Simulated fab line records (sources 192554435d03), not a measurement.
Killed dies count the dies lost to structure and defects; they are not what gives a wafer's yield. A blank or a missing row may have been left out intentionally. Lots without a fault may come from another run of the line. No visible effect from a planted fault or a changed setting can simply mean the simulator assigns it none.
Which of the tools did it?    flow n5_finfet    7 lots, 20 wafers sampled, at 8 steps of a route of 1938

== WHAT THE GAUGES READ, wafer by wafer ==
N5_BEOL_M12_OCD_MEAS_35.
lot   measured      on      trench_depth_nm (nm)
L657  day 12 06:28  ocd-02  322 310 319
L655  day 12 12:15  ocd-02  319 315 310
L664  day 14 06:36  ocd-01  283 287 291
L663  day 15 02:57  ocd-02  284 285 291
L667  day 15 08:08  ocd-02  325 315
L669  day 15 16:22  ocd-02  314 329 315
L673  day 17 05:01  ocd-01  313 315 313

N5_BEOL_M12_THK_MEAS_50: measures by xrf.
lot   measured      on             M12_THK (nm)
L657  day 12 10:03  film_metro-01  324 312 323
L655  day 12 19:38  film_metro-02  327 321 317
L664  day 14 09:29  film_metro-01  286 291 293
L663  day 15 04:38  film_metro-02  291 289 297
L667  day 15 12:01  film_metro-02  329 320
L669  day 15 23:44  film_metro-02  318 335 318
L673  day 17 07:10  film_metro-01  319 317 318

N5_BEOL_M12_RS_MEAS_54: uses a four-point probe to measure.
lot   measured      on             M12_RS (ohm/sq)
L657  day 12 10:10  film_metro-02  0.0596 0.0619 0.0598
L655  day 12 19:46  film_metro-01  0.0596 0.0605 0.0616
L664  day 14 09:37  film_metro-02  0.0681 0.0667 0.0660
L663  day 15 04:47  film_metro-02  0.0674 0.0674 0.0656
L667  day 15 12:08  film_metro-01  0.0590 0.0608
L669  day 15 23:52  film_metro-02  0.0610 0.0580 0.0609
L673  day 17 07:17  film_metro-01  0.0606 0.0608 0.0611

N5_BEOL_M15_RC_MEAS_101.
lot   measured      on         COMB_M10 (S/m)           COMB_M11 (S/m)           COMB_M12 (S/m)           COMB_M13 (S/m)           COMB_M14 (S/m)           COMB_M15 (S/m)           COMB_M5 (S/m)            COMB_M6 (S/m)            COMB_M7 (S/m)            COMB_M8 (S/m)            COMB_M8_max_site (S/m)   COMB_M9 (S/m)            SERP_M10 (ohm/um)  SERP_M11 (ohm/um)  SERP_M12 (ohm/um)  SERP_M12_max_site (ohm/um)  SERP_M13 (ohm/um)  SERP_M14 (ohm/um)  SERP_M5 (ohm/um)  SERP_M6 (ohm/um)  SERP_M7 (ohm/um)  SERP_M9 (ohm/um)  SERP_M9_max_site (ohm/um)
L657  day 13 11:24  prober-02  1.4e-11 2.7e-11 2.9e-11  1.7e-11 1.9e-11 1.8e-11  6.2e-12 9e-12 6.2e-12    3.9e-12 5.5e-12 6e-12    4.1e-12 2.8e-12 4.1e-12  2.4e-12 2.1e-12 2.1e-12  4e-11 5.2e-11 5e-11      3.2e-11 3.2e-11 2.6e-11  1.9e-11 1.9e-11 2.5e-11  2.5e-11 1.9e-11 2.1e-11  3.6e-11 2.4e-11 2.5e-11  9e-12 1.7e-11 1.4e-11    3.10 3.00 3.00     3.09 2.98 3.00     0.652 0.639 0.657  0.668 0.652 0.667           0.312 0.316 0.316  0.167 0.175 0.149  41.1 40.7 39.1    14.4 14.7 14.2    13.6 14.6 13.8    3.03 2.88 2.95    3.09 2.98 3.09
L655  day 13 16:36  prober-02  1.4e-11 2.3e-11 2.2e-11  1.6e-11 1.7e-11 1.5e-11  6.2e-12 5.3e-12 6.1e-12  5.9e-12 4.3e-12 4.4e-12  3.2e-12 3e-12 3.5e-12    2.6e-12 1.6e-12 2.1e-12  5.1e-11 3.2e-11 3.1e-11  2e-11 2.6e-11 2.9e-11    3.1e-11 2.4e-11 2.4e-11  3.6e-11 2.8e-11 2.2e-11  4e-11 3.3e-11 3.6e-11    1.4e-11 1.5e-11 1.3e-11  2.93 3.00 2.99     3.27 3.14 3.10     0.625 0.646 0.639  0.642 0.650 0.660           0.320 0.307 0.302  0.162 0.174 0.164  43.5 40.7 44.5    14.3 13.7 13.3    14.4 14.6 14.7    3.03 3.17 3.14    3.21 3.21 3.32
L664  day 15 03:38  prober-01  1.1e-11 1.1e-11 1.3e-11  1.3e-11 1.4e-11 1.3e-11  6.5e-12 5.3e-12 4.8e-12  4.9e-12 4.3e-12 4.5e-12  2.8e-12 3.9e-12 3.2e-12  2.5e-12 2e-12 2.8e-12    2.9e-11 4.3e-11 2.6e-11  3.5e-11 2.5e-11 2.2e-11  2.7e-11 2.4e-11 2.3e-11  2.5e-11 3e-11 2e-11      4.2e-11 3.3e-11 3.6e-11  1.2e-11 1.1e-11 2e-11    3.16 2.86 2.93     3.28 2.98 3.12     0.746 0.713 0.715  0.759 0.724 0.734           0.307 0.328 0.314  0.158 0.166 0.170  38.0 39.4 40.1    13.9 13.9 13.8    13.4 13.4 13.4    2.96 3.10 3.09    3.08 3.25 3.15
L663  day 15 20:40  prober-01  1.2e-11 8e-12 1.5e-11    1.2e-11 1.4e-11 1.6e-11  4.9e-12 6.3e-12 4.2e-12  5.1e-12 4.2e-12 5.9e-12  2.9e-12 3.2e-12 3e-12    1.8e-12 2.4e-12 1.8e-12  3.5e-11 3.8e-11 3.6e-11  2.5e-11 1.9e-11 1.6e-11  3.5e-11 2.6e-11 2.1e-11  2.7e-11 2.4e-11 2.2e-11  5e-11 3.6e-11 3.2e-11    1.3e-11 1.5e-11 1e-11    3.17 3.27 3.12     3.02 3.15 3.04     0.679 0.701 0.676  0.692 0.717 0.685           0.306 0.305 0.310  0.168 0.155 0.163  37.5 38.3 36.2    13.8 13.4 14.6    13.1 12.6 13.0    3.00 3.25 3.04    3.06 3.34 3.08
L667  day 16 06:54  prober-01  1.2e-11 1.2e-11          1.3e-11 1.3e-11          6.9e-12 5.8e-12          5.4e-12 5e-12            2.8e-12 4.2e-12          1.2e-12 2.7e-12          3e-11 2.9e-11            3.4e-11 3.1e-11          2.1e-11 2.1e-11          2e-11 2.3e-11            3.1e-11 3e-11            2.2e-11 1.2e-11          2.97 3.06          3.04 2.87          0.607 0.655        0.627 0.671                 0.300 0.292        0.170 0.175        37.5 40.6         17.2 14.3         14.4 13.4         3.28 3.06         3.34 3.13
L669  day 16 21:48  prober-01  1.3e-11 1.6e-11 1.4e-11  1.5e-11 1.5e-11 1.6e-11  8.7e-12 5.7e-12 5e-12    3.6e-12 4.2e-12 4.1e-12  2.8e-12 4.9e-12 2.8e-12  2.1e-12 1.9e-12 2.4e-12  3.5e-11 3.8e-11 3.9e-11  3.5e-11 2.4e-11 1.6e-11  2.9e-11 2.7e-11 3e-11    2.5e-11 1.9e-11 2.7e-11  3.4e-11 2.7e-11 3.9e-11  1.7e-11 1.5e-11 1.5e-11  2.96 3.30 2.97     3.02 3.04 3.29     0.637 0.640 0.626  0.652 0.654 0.635           0.307 0.311 0.313  0.156 0.149 0.172  38.5 36.9 39.8    13.4 13.5 14.6    14.0 13.1 13.7    2.97 3.06 3.02    3.17 3.14 3.16
L673  day 17 22:12  prober-01  1.7e-11 1.3e-11 1.7e-11  1.4e-11 1.1e-11 1e-11    9e-12 6.4e-12 5e-12      6.7e-12 6e-12 5.3e-12    2.6e-12 2.6e-12 3e-12    1.8e-12 1.8e-12 1.5e-12  2.9e-11 2.7e-11 3.1e-11  3.3e-11 3.2e-11 3e-11    1.8e-11 3.3e-11 2.8e-11  3.9e-11 2.2e-11 3.3e-11  5.9e-11 2.8e-11 4.2e-11  1.3e-11 1.3e-11 1.7e-11  2.90 2.86 2.86     3.12 3.04 3.11     0.651 0.671 0.672  0.663 0.685 0.685           0.310 0.312 0.306  0.167 0.165 0.170  36.3 40.4 37.7    14.5 14.1 14.7    14.1 12.5 13.8    3.13 3.05 3.12    3.26 3.21 3.18

== WHAT TOOL EACH LOT RAN ON (gives the tool, then ch and the chambers of the sampled wafers, and finally the start) ==
lot   N5_BEOL_M12_TRENCH_ETCH_34          N5_BEOL_M12_STRIP_37                  N5_BEOL_M12_DEGAS_41          N5_BEOL_M12_ANNEAL_48
L657  rie_diel-01 ch 0,2, day 12 06:19    plasma_asher-01 ch 0,1, day 12 06:30  pvd_sputter-03, day 12 08:39  rtp_anneal-01 ch 0, day 12 09:30
L655  rie_diel-01 ch 0,1, day 12 12:05    plasma_asher-01 ch 0,1, day 12 12:19  pvd_sputter-01, day 12 18:23  rtp_anneal-01 ch 0, day 12 19:08
L664  rie_diel-01 ch 0,1,3, day 14 06:26  plasma_asher-02 ch 0, day 14 06:41    pvd_sputter-01, day 14 08:24  rtp_anneal-01 ch 0, day 14 08:57
L663  rie_diel-01 ch 0,1,2, day 15 02:47  plasma_asher-02 ch 0,1, day 15 02:59  pvd_sputter-03, day 15 03:33  rtp_anneal-01 ch 0, day 15 04:03
L667  rie_diel-06 ch 0,3, day 15 07:59    plasma_asher-01 ch 0,1, day 15 08:11  pvd_sputter-03, day 15 10:55  rtp_anneal-01 ch 0, day 15 11:25
L669  rie_diel-03 ch 1,2,3, day 15 16:13  plasma_asher-01 ch 0,1, day 15 16:25  pvd_sputter-02, day 15 22:08  rtp_anneal-02 ch 0, day 15 23:09
L673  rie_diel-03 ch 0,1, day 17 04:52    plasma_asher-02 ch 0,1, day 17 05:03  pvd_sputter-02, day 17 06:04  rtp_anneal-02 ch 0, day 17 06:34
- N5_BEOL_M12_TRENCH_ETCH_34: etches SiOC in C4F8/O2/Ar, target depth 318.95 nm, time 125.5 s.
- N5_BEOL_M12_STRIP_37: strips in N2/H2.
- N5_BEOL_M12_DEGAS_41: time 60 s.
- N5_BEOL_M12_ANNEAL_48: time 90 s.

== AS READ BY THE TOOLS THEMSELVES (means over the sampled wafers that have a number; for cases with no such wafer, the mark the record gives instead) ==
N5_BEOL_M12_TRENCH_ETCH_34.
lot   tool         chamber_pressure_mTorr (mTorr)  drypump_motor_current_A (A)  oes_product_au (a.u.)  rf_vpp_V (V)  showerhead_plenum_p_Torr (Torr)  throttle_valve_pct (%)
L657  rie_diel-01  30.008                          6.3                          0.82                   667.6         3.49                             24.34
L655  rie_diel-01  29.994                          6.1                          0.71                   663.6         3.36                             24.30
L664  rie_diel-01  30.003                          6.2                          0.78                   664.5         3.38                             24.27
L663  rie_diel-01  30.008                          6.2                          0.74                   664.7         3.41                             24.35
L667  rie_diel-06  29.991                          5.5                          0.76                   667.5         3.52                             24.38
L669  rie_diel-03  30.018                          5.7                          0.74                   663.8         3.36                             24.08
L673  rie_diel-03  29.990                          5.9                          0.69                   664.4         3.41                             24.67

N5_BEOL_M12_STRIP_37.
lot   tool             drypump_motor_current_A (A)  heater_power_w (W)  oes_product_au (a.u.)
L657  plasma_asher-01  4.9                          356                 0.797
L655  plasma_asher-01  4.9                          352                 0.790
L664  plasma_asher-02  5.7                          355                 0.780
L663  plasma_asher-02  5.6                          314                 0.801
L667  plasma_asher-01  4.9                          356                 0.800
L669  plasma_asher-01  4.9                          346                 0.799
L673  plasma_asher-02  5.5                          293                 0.794

N5_BEOL_M12_DEGAS_41.
lot   tool            heater_power_w (W)
L657  pvd_sputter-03  310
L655  pvd_sputter-01  417
L664  pvd_sputter-01  336
L663  pvd_sputter-03  312
L667  pvd_sputter-03  312
L669  pvd_sputter-02  325
L673  pvd_sputter-02  308

N5_BEOL_M12_ANNEAL_48.
lot   tool           anneal_temp_c (C)  anneal_temp_c_max  wafer_temp_C_max
L657  rtp_anneal-01  225.15             226.51             225.7
L655  rtp_anneal-01  225.01             226.09             226.0
L664  rtp_anneal-01  224.78             225.88             226.0
L663  rtp_anneal-01  225.00             226.19             225.7
L667  rtp_anneal-01  225.19             226.19             225.7
L669  rtp_anneal-02  225.04             225.95             226.5
L673  rtp_anneal-02  225.01             226.02             226.6

== THE ANSWER, worked out from the rows above alone ==
Rule: the usual values come from the lots themselves. Put in order of their means at a reading, lots are off if they are a third of the lots or fewer, leave a main group of 4 or more, and stand apart from it by a gap of 3 or more times the standard deviation of the main group's means; of several such gaps the widest counts. A main group whose means are all the same, to the digits that the tables above print for the reading, isn't used. A lot without any number at a reading at which 4 lots or more have one is off too. All remaining lots with rows at the step are treated as sound. The gauges are gone through in route order, then the tools' own readings, and for those a lot's mean is taken as printed above. At the first step where some lot is off, the reading lying furthest off is the one used; lots without a number count as furthest.
Off: L664, L663 (N5_BEOL_M12_OCD_MEAS_35, trench_depth_nm). Mean 317 nm and standard deviation 2.5 in the main group.
A tool fits if, at a process step before that reading, it ran every lot that is off, and no sound lot after the first of them. The gauges at N5_BEOL_M12_OCD_MEAS_35 aren't tried: what is off there is off at N5_BEOL_M12_THK_MEAS_50 too, on other tools, and a gauge's error can't cause that. One fits: N5_BEOL_M12_TRENCH_ETCH_34 on rie_diel-01. A fault onset in the window from L655 (day 12 12:05, its last sound lot) to L664 (day 14 06:26, its first lot off) fits.

== WHAT THE SIMULATOR HAD PUT IN ==
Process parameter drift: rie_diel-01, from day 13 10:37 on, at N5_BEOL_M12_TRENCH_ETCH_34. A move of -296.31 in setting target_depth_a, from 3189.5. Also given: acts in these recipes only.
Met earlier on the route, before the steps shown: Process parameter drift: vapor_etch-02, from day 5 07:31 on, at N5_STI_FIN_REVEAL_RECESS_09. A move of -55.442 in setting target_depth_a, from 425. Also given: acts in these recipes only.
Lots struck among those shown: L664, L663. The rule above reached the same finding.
